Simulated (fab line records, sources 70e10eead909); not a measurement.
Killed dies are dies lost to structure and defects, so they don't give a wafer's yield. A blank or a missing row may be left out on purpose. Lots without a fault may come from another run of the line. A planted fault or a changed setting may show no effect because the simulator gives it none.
One fault seen from 2 desks | flow nand_harc | each desk has only its own numbers; what lay behind them comes last

THE TOOL OWNER'S DESK: ecd_cu-01
The tool's own readings at NHARC_P_BONDPAD_ECD_18 (material Cu, target thk 400 nm): means of the sampled wafers that have a number, for each lot that ran on this tool. A lot is out of limits, marked OUT, if its mean lies more than 4 standard deviations from the usual mean; the brackets give that distance.
Columns: A = bath_heat_duty_pct at NHARC_P_BONDPAD_ECD_18, usual 6.2 %; B = bath_temp_c at NHARC_P_BONDPAD_ECD_18, usual 24.99 C
lot  | first seen here | A   | B
L250 | day 7 04:49     | 6.3 | 25.05
L260 | day 9 16:43     | 6.0 | 24.95
L265 | day 10 23:02    | 6.1 | 25.04
L267 | day 11 13:27    | 6.4 | 25.06
L270 | day 12 05:29    | 6.1 | 24.94
This desk's finding: nothing out of limits on any of the 5 lots.

THE METROLOGY DESK
What the gauges read, lot by lot, whatever tool the lot ran on: means of the sampled wafers that have a number. A lot is out of limits, marked OUT, if its mean lies more than 4 standard deviations from the usual mean; the brackets give that distance.
Columns: A = cd_nm at NHARC_P_BONDPAD_CD_MEAS_13, usual 499.8 nm; B = thk_nm at NHARC_P_BONDPAD_THK_MEAS_20, usual 160.8 nm
lot  | first seen here | A     | B
L248 | day 6 14:34     | 498.0 | 160.1
L250 | day 7 03:47     | 501.1 | 161.1
L254 | day 8 04:08     | 500.5 | 28.8 (-88) OUT
L255 | day 8 11:33     | 502.7 | 30.6 (-87) OUT
L256 | day 8 14:05     | 500.7 | 29.9 (-87) OUT
L260 | day 9 15:39     | 499.5 | 160.7
L265 | day 10 21:50    | 499.4 | 160.1
L266 | day 11 07:04    | 498.5 | 161.3
L267 | day 11 12:21    | 500.3 | 162.3
L268 | day 11 18:28    | 500.1 | 160.6
L269 | day 11 19:58    | 500.6 | 161.0
L270 | day 12 04:31    | 498.3 | 159.9
This desk's finding: out of limits on L254, L255, L256; first on L254, day 8 06:49 (thk_nm at NHARC_P_BONDPAD_THK_MEAS_20). In limits: L248, L250, L260, L265, L266, L267, L268, L269, L270.

PUT TOGETHER
The metrology desk could have raised an alarm at day 8 06:49, on L254, L255, L256.
The tool owner's desk saw nothing out of limits.
The tool owner's desk has no number on record for L254, L255, L256.
Of the lots named, all ran NHARC_P_BONDPAD_ECD_18 on ecd_cu-01.

WHAT THE SIMULATOR HAD PUT IN
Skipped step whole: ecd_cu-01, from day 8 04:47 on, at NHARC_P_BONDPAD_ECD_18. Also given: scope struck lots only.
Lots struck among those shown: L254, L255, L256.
Hours from the fault's start to each desk's first reading out of limits: the metrology desk, 2.
